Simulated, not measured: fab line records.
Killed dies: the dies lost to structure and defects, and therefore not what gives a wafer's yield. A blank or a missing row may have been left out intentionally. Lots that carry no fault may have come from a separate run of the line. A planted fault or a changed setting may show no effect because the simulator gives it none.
Matching of chambers + flow n5_finfet + 3 sister chambers for N5_BEOL_M6_ILD_DEP_00 on pecvd-04
The step deposits SiCOH lowk from DEMS/porogen, target thk 179.75 nm, time 33.4 s. 14 wafers are shown with their chamber, then 7 later ones without.

## WAFERS, EACH WITH ITS CHAMBER
| wafer  | chamber | heater_power_w (W) | throttle_valve_pct (%) | showerhead_plenum_p_Torr (Torr) |
|--------|---------|--------------------|------------------------|---------------------------------|
| L102.4 | 2       | 239                | 13.3                   | 5.715                           |
| L102.5 | 1       | 316                | 14.2                   | 5.750                           |
| L102.6 | 0       | 291                | 13.9                   | 5.724                           |
| L107.3 | 2       | 242                | 13.3                   | 5.730                           |
| L107.4 | 0       | 319                | 13.8                   | 5.725                           |
| L107.5 | 2       | 237                | 13.4                   | 5.743                           |
| L110.1 | 1       | 291                | 13.8                   | 5.740                           |
| L110.3 | 0       | 322                | 13.9                   | 5.724                           |
| L110.5 | 2       | 240                | 13.6                   | 5.734                           |
| L115.3 | 0       | 314                | 13.8                   | 5.704                           |
| L115.4 | 0       | 312                | 13.9                   | 5.738                           |
| L115.5 | 2       | 227                | 13.7                   | 5.730                           |
| L119.1 | 0       | 265                | 14.0                   | 5.722                           |
| L119.2 | 2       | 241                | 13.6                   | 5.741                           |

SIGNATURES (means of the wafers above)
| reading                  | chamber 0 | chamber 1 | chamber 2 | scatter within a chamber |
|--------------------------|-----------|-----------|-----------|--------------------------|
| heater_power_w           | 303.83    | 303.50    | 237.67    | 16.1                     |
| throttle_valve_pct       | 13.883    | 14.000    | 13.483    | 0.153                    |
| showerhead_plenum_p_Torr | 5.72283   | 5.74500   | 5.73217   | 0.0102                   |
Rule: for each reading, subtract the chamber's mean from the wafer's reading, divide by that reading's scatter and square the result; add these up over the readings and take the root, which gives the wafer's distance from the chamber. The wafer belongs to the nearest chamber; if the next one is less than 2 further off, it can't be placed. How the scatter is found: for the shown wafers, subtract from each reading the mean of its chamber, square and add these, divide the total by (wafers less chambers), then take the root.

## WAFERS MISSING THEIR CHAMBER
| wafer  | heater_power_w (W) | throttle_valve_pct (%) | showerhead_plenum_p_Torr (Torr) |
|--------|--------------------|------------------------|---------------------------------|
| L119.3 | 307                | 13.9                   | 5.743                           |
| L125.2 | 239                | 13.6                   | 5.739                           |
| L125.4 | 312                | 14.1                   | 5.751                           |
| L125.5 | 235                | 13.3                   | 5.735                           |
| L124.1 | 239                | 13.7                   | 5.727                           |
| L124.2 | 331                | 14.0                   | 5.738                           |
| L124.4 | 182                | 13.5                   | 5.718                           |

## WHICH CHAMBER EACH ONE RAN IN
| wafer  | from the rows above     | in truth |
|--------|-------------------------|----------|
| L119.3 | can't be placed: 1 or 0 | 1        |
| L125.2 | 2                       | 2        |
| L125.4 | 1                       | 1        |
| L125.5 | 2                       | 2        |
| L124.1 | 2                       | 2        |
| L124.2 | can't be placed: 1 or 0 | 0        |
| L124.4 | 2                       | 2        |
Correctly placed: 5 of 7. Can't be placed from these rows: 2 (the true chamber is among the candidates in 2). 0 placed wrongly.
